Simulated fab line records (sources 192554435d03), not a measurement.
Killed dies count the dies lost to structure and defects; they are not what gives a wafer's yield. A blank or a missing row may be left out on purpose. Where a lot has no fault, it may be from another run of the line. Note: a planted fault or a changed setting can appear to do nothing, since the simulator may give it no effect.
fab line records -- flow n5Finfet
[record] lots = 7, wafers = 39
route steps=1938 shown ZERO_LAYER@4 DUMMY_GATE@220 HKMG_FIN@389 BEOL_M0_SAQP@632 BEOL_M0@748 BEOL_M4@1037 BEOL_M5@1172
startH: the number of hours between the record's first day and the start of the first shown wafer of the lot -- waitH: hours from the lot's prior step to this one -- " repeats the value in the row above -- L1.1+2: several wafers, shown together as one row -- - value missing, or start not given -- * or withheld: withheld -- < > ~ a bound
route shown NAME@n: a module of which the file shows steps, and the number in the route of the first -- usual: mean/standard deviation of fault-free wafers -- same: alike in all rows -- chamber/n: place in a boat -- sites: the reading at each site -- _std_site: standard deviation of those values -- _edge_site: outer sites' mean less inner sites' -- radiusMm: how far each site lies from the wafer's centre -- mask NAME#n: copy n -- behind: tool/chamber where the wafer was last shaped -- hold: why the lot went on hold/how many hours it stayed there/how the hold came to an end -- device: names the non-switching transistor (n, p or np) -- end of line: the tests these same wafers got at the end of their route -- a step given without rows: its recipe and nothing more -- killed: count of dies lost to structure and defects at first sort (not the wafer's yield) -- map: per-die view of a wafer (x killed, . not killed, _ where there is no die)
set.NAME: the setting that was run; set.NAME@STEP: the one run at that earlier step -- model.NAME: the simulator's own value behind a step, which no gauge read
lots run with intentionally changed settings; tables by step, rows by wafer
[[steps]]
[step N5_ZERO_LAYER_PECVD_02]
[recipe] material = SiO2, targetThkA = 100, tempC = 400, precursor = SiH4/N2O, pressureTorr = 0.75, rfW = 275, timeS = 6
lot.wafer,tool,chamber,startH,waitH,set.timeS,model.SiO2_of_ZERO_LAYER_PECVD_02.thkNm
L075.1,pecvd-01,0,18.28,0.0,5.023,8.024
L075.2,pecvd-01,2,18.28,0.0,6,9.945
L075.3,pecvd-01,2,18.28,0.0,5.023,8.516
L075.4,pecvd-01,0,18.28,0.0,6,9.87
L075.5,pecvd-01,2,18.28,0.0,6,10.2
L075.6,pecvd-01,0,18.28,0.0,5.023,8.193
L079.1,pecvd-04,1,42.30,0.0,6,9.965
L079.2,pecvd-04,0,42.30,0.0,8.76,14.86
L079.3,pecvd-04,2,42.30,0.0,8.76,14.51
L079.4,pecvd-04,0,42.30,0.0,6,10.28
L079.5,pecvd-04,1,42.30,0.0,6,10.26
L079.6,pecvd-04,2,42.30,0.0,8.76,14.97
L082.1,pecvd-01,2,60.28,0.0,6,9.957
L082.2,pecvd-01,1,60.28,0.0,7.815,12.97
L082.3,pecvd-01,0,60.28,0.0,7.815,12.96
L082.4,pecvd-01,0,60.28,0.0,6,10.15
L082.5,pecvd-01,1,60.28,0.0,7.815,13.08
L082.6,pecvd-01,2,60.28,0.0,6,10.13
L087.1,pecvd-01,0,90.28,0.0,7.911,13.21
L087.2,pecvd-01,2,90.28,0.0,7.911,13.09
L087.3,pecvd-01,1,90.28,0.0,6,9.857
L087.4,pecvd-01,0,90.28,0.0,7.911,13.19
L087.5,pecvd-01,2,90.28,0.0,6,10.13
L087.6,pecvd-01,1,90.28,0.0,6,9.847
L094.1,pecvd-01,1,132.28,0.0,6,9.844
L094.3,pecvd-01,0,132.28,0.0,6,10.35
L094.6,pecvd-01,0,132.28,0.0,6,10.08
L095.1,pecvd-04,0,138.28,0.0,6,9.889
L095.2,pecvd-04,1,138.28,0.0,8.834,14.59
L095.3,pecvd-04,2,138.28,0.0,8.834,14.82
L095.4,pecvd-04,2,138.28,0.0,6,10.26
L095.5,pecvd-04,1,138.28,0.0,8.834,14.87
L095.6,pecvd-04,0,138.28,0.0,6,9.99
L096.1,pecvd-03,0,144.29,0.0,4.095,6.58
L096.2,pecvd-03,2,144.29,0.0,6,9.832
L096.3,pecvd-03,1,144.29,0.0,6,9.612
L096.4,pecvd-03,0,144.29,0.0,4.095,6.69
L096.5,pecvd-03,1,144.29,0.0,6,9.939
L096.6,pecvd-03,2,144.29,0.0,4.095,6.691
[step N5_DUMMY_GATE_HM_DEP_06]
[recipe] material = SiNx, targetThkA = 800, precursor = DCS/NH3, tempC = 700, pressureMtorr = 300, timeS = 5141
lot.wafer,tool,chamber,startH,waitH,set.timeS,model.SiNx_of_DUMMY_GATE_HM_DEP_06.thkNm
L075.1,-,-,-,0.0,3539,55.4
L075.2+4+6,-,-,-,0.0,3539,55
L075.3,-,-,-,0.0,3539,54.8
L075.5,-,-,-,0.0,3539,54.4
L079.1+2,-,-,-,0.0,4037,64.6
L079.3,-,-,-,0.0,4037,63.8
L079.4,-,-,-,0.0,4037,64
L079.5,-,-,-,0.0,4037,63.2
L079.6,-,-,-,0.0,4037,63.6
L082.1+3,-,-,-,0.0,2419,38.6
L082.2,-,-,-,0.0,2419,38.8
L082.4,-,-,-,0.0,2419,37.8
L082.5,-,-,-,0.0,2419,38.4
L082.6,-,-,-,0.0,2419,39
L087.1,-,-,-,0.0,6795,105.8
L087.2+6,-,-,-,0.0,6795,106
L087.3,-,-,-,0.0,6795,106.2
L087.4,-,-,-,0.0,6795,105.6
L087.5,-,-,-,0.0,6795,105.4
L094.1+3,lpcvd-02,"0/40,0/50",161.47,0.0,5141,79.6
L094.6,lpcvd-02,0/64,161.47,0.0,5141,80
L095.1,-,-,-,0.0,6102,94.6
L095.2,-,-,-,0.0,6102,93.6
L095.3,-,-,-,0.0,6102,94.2
L095.4+6,-,-,-,0.0,6102,94
L095.5,-,-,-,0.0,6102,93.8
L096.1,-,-,-,0.0,7103,110.8
L096.2+6,-,-,-,0.0,7103,110.6
L096.3,-,-,-,0.0,7103,110
L096.4+5,-,-,-,0.0,7103,111
[step N5_HKMG_FIN_ALD_75]
[recipe] material = Al2O3, targetThkA = 10, tempC = 150, aldPrecursorFamily = TMA, aldCoReactant = H2O, pulseTimeS = withheld, coReactantPulseTimeS = 1
lot.wafer,tool,chamber,startH,waitH,set.targetThkA,model.Al2O3_of_HKMG_FIN_ALD_75.thkNm
L075.1+2+3+4+5+6,aldHk-01,"1,3,2,0,2,1",78.64,0.0,10,1
L079.1+2+3,aldHk-01,"1,0,2",101.20,0.0,6.865,0.6
L079.4+5+6,aldHk-01,"3,1,2",101.20,0.0,10,1
L082.1+2+6,aldHk-02,"0,3,2",122.82,0.0,11.84,1.2
L082.3+4+5,aldHk-02,"2,1,3",122.82,0.0,10,1
L087.1+3+5,aldHk-01,"0,3,3",150.44,0.0,7.237,0.8
L087.2+4+6,aldHk-01,"1,2,0",150.44,0.0,10,1
L094.1+3+6,aldHk-02,"0,1,0",189.69,0.0,10,1
L095.1+4+5,aldHk-03,"0,1,1",194.24,0.0,14.3,1.4
L095.2+3+6,aldHk-03,"3,2,0",194.24,0.0,10,1
L096.1+2+3+4+5+6,aldHk-03,"3,0,1,2,2,3",207.58,0.0,10,1
[step N5_HKMG_FIN_COAT_41]
[recipe] resist = SOC, tempC = 250, timeS = 60, spinRpm = 1500, resistThkNm = 300
[step N5_HKMG_FIN_COAT_42]
[recipe] resist = SiARC, tempC = 220, timeS = 60, spinRpm = 1500, resistThkNm = 35
[step N5_HKMG_FIN_WET_ETCH_76]
[recipe] chemistry = dNH4OH, mix = 1:50, tempC = 25, target = Al2O3, stopOn = La2O3, targetDepthNm = 2.25, dry = ipaMarangoni, rinseTimeS = 30, rinseTempC = 23
[step N5_HKMG_FIN_STRIP_60]
[recipe] chemistry = N2/H2, powerW = 2500, tempC = 300, h2Frac = 0.65, timeS = 360, pressureMtorr = withheld, n2FlowSccm = 1750, h2FlowSccm = 3250
[step N5_HKMG_FIN_WET_ETCH_77]
[recipe] chemistry = dHCl, mix = 1:10000, tempC = 25, target = La2O3, stopOn = HfO2, targetDepthNm = 2
lot.wafer,tool,chamber,startH,waitH,set.targetThkA@HKMG_FIN_ALD_75,model.Al2O3_of_HKMG_FIN_ALD_75.thkNm
L075.1+2+3+4+5+6,wetBench-03,"1,2,6,7,3,0",83.57,0.3,10,1
L079.1+2+3,wetBench-04,"0,2,6",102.89,0.3,6.865,0.6
L079.4+5+6,wetBench-04,"5,7,1",102.89,0.3,10,1
L082.1+2+6,wetBench-05,"3,2,4",124.64,0.3,11.84,1.2
L082.3+4+5,wetBench-05,"1,5,6",124.64,0.3,10,1
L087.1+3+5,wetBench-04,"3,5,2",152.22,0.3,7.237,0.6
L087.2+4+6,wetBench-04,"1,4,0",152.22,0.3,10,1
L094.1+3+6,wetBench-03,"3,7,0",191.38,0.3,10,1
L095.1+4+5,wetBench-04,"4,5,0",197.76,0.3,14.3,1.4
L095.2+3+6,wetBench-04,"7,6,1",197.76,0.3,10,1
L096.1+2+3+4+5+6,wetBench-05,"6,5,1,7,2,0",209.40,0.3,10,1
[step N5_HKMG_FIN_ALD_72]
[recipe] material = W, targetThkA = 20, tempC = 300, pressureTorr = 7.5, aldPrecursorFamily = WF6, aldCoReactant = B2H6, pulseTimeS = 1, purgeTimeS = 2, coReactantPurgeTimeS = 2, coReactantPulseTimeS = 3, aldCycles = 7
lot.wafer,tool,chamber,startH,waitH,set.aldCycles,model.W_of_HKMG_FIN_ALD_72.thkNm
L075.1+5,cvdW-02,0,89.37,0.2,7,2
L075.2+4,cvdW-02,1,89.37,0.2,5,1.6
L075.3,cvdW-02,0,89.37,0.2,5,1.4
L075.6,cvdW-02,1,89.37,0.2,7,2.2
L079.1,cvdW-02,1,108.73,0.2,7,1.8
L079.2,cvdW-02,0,108.73,0.2,4,1
L079.3+5,cvdW-02,"1,0",108.73,0.2,4,1.2
L079.4+6,cvdW-02,"0,1",108.73,0.2,7,2
L082.1+4,cvdW-02,"1,0",130.46,0.2,5,1.4
L082.2+5,cvdW-02,0,130.46,0.2,7,2
L082.3,cvdW-02,1,130.46,0.2,5,1.6
L082.6,cvdW-02,1,130.46,0.2,7,2.2
L087.1+2+3,cvdW-02,"1,0,0",157.84,0.2,9,2.4
L087.4+5,cvdW-02,1,157.84,0.2,7,2
L087.6,cvdW-02,0,157.84,0.2,7,1.8
L094.1+3,cvdW-01,"1,0",197.40,0.2,7,2
L094.6,cvdW-01,1,197.40,0.2,7,1.8
L095.1+3+4+5,cvdW-01,"1,0,1,1",203.61,0.2,7,1.8
L095.2+6,cvdW-01,0,203.61,0.2,7,2
L096.1,cvdW-02,0,215.08,0.2,4,1
L096.2+3+4,cvdW-02,"1,0,1",215.08,0.2,7,2
L096.5+6,cvdW-02,"1,0",215.08,0.2,4,1.2
[step N5_BEOL_M0_SAQP_PECVD_00]
[recipe] material = SiCN, targetThkA = 80, tempC = withheld, precursor = 3MS/NH3, pressureTorr = 3, rfW = 202, timeS = 14
lot.wafer,tool,chamber,startH,waitH,set.timeS,model.SiCN_of_BEOL_M0_SAQP_PECVD_00.thkNm
L075.1+4,pecvd-01,0,117.75,0.2,14,8
L075.2,pecvd-01,1,117.75,0.2,14,7.8
L075.3+6,pecvd-01,"2,1",117.75,0.2,7.427,4.2
L075.5,pecvd-01,2,117.75,0.2,7.427,4.4
L079.1+5,pecvd-04,2,133.71,0.2,22.03,12.6
L079.2,pecvd-04,1,133.71,0.2,22.03,12.8
L079.3,pecvd-04,2,133.71,0.2,14,8
L079.4,pecvd-04,1,133.71,0.2,14,8.4
L079.6,pecvd-04,1,133.71,0.2,14,8.2
L082.1+3+5,pecvd-01,"0,2,0",154.47,0.2,17.96,10.2
L082.2,pecvd-01,1,154.47,0.2,14,7.8
L082.4+6,pecvd-01,"1,2",154.47,0.2,14,8
L087.1+3+4,pecvd-01,"0,2,0",186.98,0.2,10.44,6
L087.2+5+6,pecvd-01,"1,2,1",186.98,0.2,14,8.2
L094.1+6,pecvd-04,2,230.63,0.2,14,8.2
L094.3,pecvd-04,0,230.63,0.2,14,8
L095.1+6,pecvd-02,1,230.63,0.2,14,8.2
L095.2,pecvd-02,0,230.63,0.2,14,7.8
L095.3+4+5,pecvd-02,"2,0,2",230.63,0.2,14,8
L096.1+6,pecvd-04,"2,0",243.09,0.2,9.14,5.2
L096.2,pecvd-04,0,243.09,0.2,14,8
L096.3,pecvd-04,1,243.09,0.2,9.14,5.4
L096.4+5,pecvd-04,"1,2",243.09,0.2,14,8.2
[step N5_BEOL_M0_DEP_125]
[recipe] material = SiCN, targetThkA = 80, tempC = withheld, precursor = 3MS/NH3, pressureTorr = 3, rfW = 202, timeS = 14
lot.wafer,tool,chamber,startH,waitH,set.timeS,model.SiCN_of_BEOL_M0_DEP_125.thkNm
L075.1+3,pecvd-03,"2,1",133.99,0.0,7.651,4.4
L075.2+5+6,pecvd-03,"0,2,0",133.99,0.0,14,8
L075.4,pecvd-03,1,133.99,0.0,7.651,4.6
L079.1,pecvd-01,1,145.35,0.0,10.26,5.8
L079.2+4,pecvd-01,2,145.35,0.0,14,8.2
L079.3,pecvd-01,0,145.35,0.0,10.26,6.2
L079.5,pecvd-01,1,145.35,0.0,10.26,6
L079.6,pecvd-01,0,145.35,0.0,14,8
L082.1+2+3,pecvd-03,"2,1,0",168.97,0.0,14,8
L082.4+5+6,pecvd-03,"0,2,1",168.97,0.0,14,8.2
L087.1+6,pecvd-03,"0,1",203.14,0.0,9.357,5.4
L087.2+4+5,pecvd-03,"1,0,0",203.14,0.0,14,8
L087.3,pecvd-03,1,203.14,0.0,9.357,5.2
L094.1+3,pecvd-03,"2,0",251.31,0.0,14,7.8
L094.6,pecvd-03,0,251.31,0.0,14,8
L095.1+3+5,pecvd-01,1,251.71,0.0,14,8
L095.2+4,pecvd-01,0,251.71,0.0,10.75,6.2
L095.6,pecvd-01,0,251.71,0.0,10.75,6.4
L096.1+4+5,pecvd-01,"2,0,2",260.44,0.0,14,8
L096.2,pecvd-01,0,260.44,0.0,17.55,10
L096.3+6,pecvd-01,1,260.44,0.0,17.55,9.8
[step N5_BEOL_M4_DESCUM_16]
[recipe] chemistry = O2, timeS = 7, sourcePowerW = 50, biasPowerW = 20, pressureMtorr = 20, rfFrequencyHz = 2.712e+07, tempC = 40, resist = CAR-EUV, o2FlowSccm = 225
lot.wafer,tool,chamber,startH,waitH,set.timeS,model.CAR-EUV_of_BEOL_M4_COAT_05.thkNm
L075.1,rieDiel-06,2,166.05,0.0,7,26
L075.2+4+6,rieDiel-06,"3,0,3",166.05,0.0,9.949,24.6
L075.3+5,rieDiel-06,"0,2",166.05,0.0,7,26.2
L079.1+2+3+6,rieDiel-06,"3,2,1,0",186.68,0.0,7,26
L079.4+5,rieDiel-06,"0,1",186.68,0.0,7,26.2
L082.1+6,rieDiel-06,"1,2",215.00,0.0,10.64,24.4
L082.2+3+4,rieDiel-06,"0,2,3",215.00,0.0,7,26.2
L082.5,rieDiel-06,1,215.00,0.0,10.64,24.2
L087.1+5+6,rieDiel-05,"1,1,2",260.48,0.0,4.691,27.2
L087.2+3+4,rieDiel-05,"2,0,0",260.48,0.0,7,26.2
L095.1,rieDiel-05,0,291.31,0.3,8.951,25.4
L095.2+6,rieDiel-05,"1,2",291.31,0.3,8.951,25.2
L095.3+5,rieDiel-05,"2,0",291.31,0.3,7,26.2
L095.4,rieDiel-05,1,291.31,0.3,7,26
L094.1+3+6,rieDiel-05,"2,0,0",302.05,0.1,7,26.2
L096.1+6,rieDiel-06,"1,3",304.67,0.1,7,26
L096.2+3+4+5,rieDiel-06,"3,2,2,1",304.67,0.1,7,26.2
[step N5_BEOL_M5_ALD_86]
[recipe] material = TaN, targetThkA = *, tempC = 275, aldPrecursorFamily = PDMAT, aldCoReactant = NH3, pressureTorr = 3, carrierFlowSccm = 1500, pulseTimeS = 2, purgeTimeS = 3, coReactantPurgeTimeS = 2, coReactantPulseTimeS = 3, aldCycles = 30, precursorVesselTempC = 75, precursorVesselPressureTorr = 26.25, precursorVesselCarrierSccm = 1000
lot.wafer,tool,chamber,startH,waitH,set.aldCycles,model.TaN_of_BEOL_M5_ALD_86.thkNm
L075.1+3+4+5,aldMetal-04,"2,1,3,1",185.77,0.0,30,*
L075.2+6,aldMetal-04,0,185.77,0.0,30,*
L079.1+5,aldMetal-01,"1,2",202.92,0.1,14,*
L079.2+3+6,aldMetal-01,"3,2,3",202.92,0.1,30,*
L079.4,aldMetal-01,0,202.92,0.1,14,*
L082.1+2+5,aldMetal-01,"0,1,3",238.90,0.1,25,*
L082.3,aldMetal-01,2,238.90,0.1,30,*
L082.4+6,aldMetal-01,"3,2",238.90,0.1,30,*
L087.1,aldMetal-01,2,281.78,0.0,46,*
L087.2+4,aldMetal-01,"3,1",281.78,0.0,46,*
L087.3,aldMetal-01,0,281.78,0.0,30,*
L087.5+6,aldMetal-01,"1,2",281.78,0.0,30,*
L095.1+2+3,aldMetal-01,"0,3,2",316.13,0.3,30,*
L095.4,aldMetal-01,1,316.13,0.3,42,*
L095.5+6,aldMetal-01,"1,0",316.13,0.3,42,*
L094.1+6,aldMetal-01,"2,0",325.56,0.1,30,*
L094.3,aldMetal-01,3,325.56,0.1,30,*
L096.1+2+5,aldMetal-01,"2,0,1",331.71,0.0,30,*
L096.3+4+6,aldMetal-01,"1,3,0",331.71,0.0,36,*
[[key]]
[split] step = N5_ZERO_LAYER_PECVD_02, setting = timeS, stated = 6, by = wafer
[response] step = N5_ZERO_LAYER_PECVD_02, reading = model.SiO2_of_ZERO_LAYER_PECVD_02.thkNm, change = +0.0999, per = 1%, r = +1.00
[split] step = N5_DUMMY_GATE_HM_DEP_06, setting = timeS, stated = 5141, by = lot
[response] step = N5_DUMMY_GATE_HM_DEP_06, reading = model.SiNx_of_DUMMY_GATE_HM_DEP_06.thkNm, change = +0.79, per = 1%, r = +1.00
[split] step = N5_HKMG_FIN_ALD_75, setting = targetThkA, stated = 10, by = wafer
[response] step = N5_HKMG_FIN_ALD_75, reading = model.Al2O3_of_HKMG_FIN_ALD_75.thkNm, change = +0.0099, per = 1%, r = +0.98
[response] step = N5_HKMG_FIN_WET_ETCH_77, reading = model.Al2O3_of_HKMG_FIN_ALD_75.thkNm, change = +0.0113, per = 1%, r = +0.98
[split] step = N5_HKMG_FIN_ALD_72, setting = aldCycles, stated = 7, by = wafer
[response] step = N5_HKMG_FIN_ALD_72, reading = model.W_of_HKMG_FIN_ALD_72.thkNm, change = +0.0191, per = 1%, r = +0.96
[split] step = N5_BEOL_M0_SAQP_PECVD_00, setting = timeS, stated = 14, by = wafer
[response] step = N5_BEOL_M0_SAQP_PECVD_00, reading = model.SiCN_of_BEOL_M0_SAQP_PECVD_00.thkNm, change = +0.0795, per = 1%, r = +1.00
[split] step = N5_BEOL_M0_DEP_125, setting = timeS, stated = 14, by = wafer
[response] step = N5_BEOL_M0_DEP_125, reading = model.SiCN_of_BEOL_M0_DEP_125.thkNm, change = +0.0778, per = 1%, r = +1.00
[split] step = N5_BEOL_M4_DESCUM_16, setting = timeS, stated = 7, by = wafer
[response] step = N5_BEOL_M4_DESCUM_16, reading = model.CAR-EUV_of_BEOL_M4_COAT_05.thkNm, change = -0.0345, per = 1%, r = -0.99
[split] step = N5_BEOL_M5_ALD_86, setting = aldCycles, stated = 30, by = wafer
[response] step = N5_BEOL_M5_ALD_86, reading = model.TaN_of_BEOL_M5_ALD_86.thkNm, change = *, per = 1%, r = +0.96
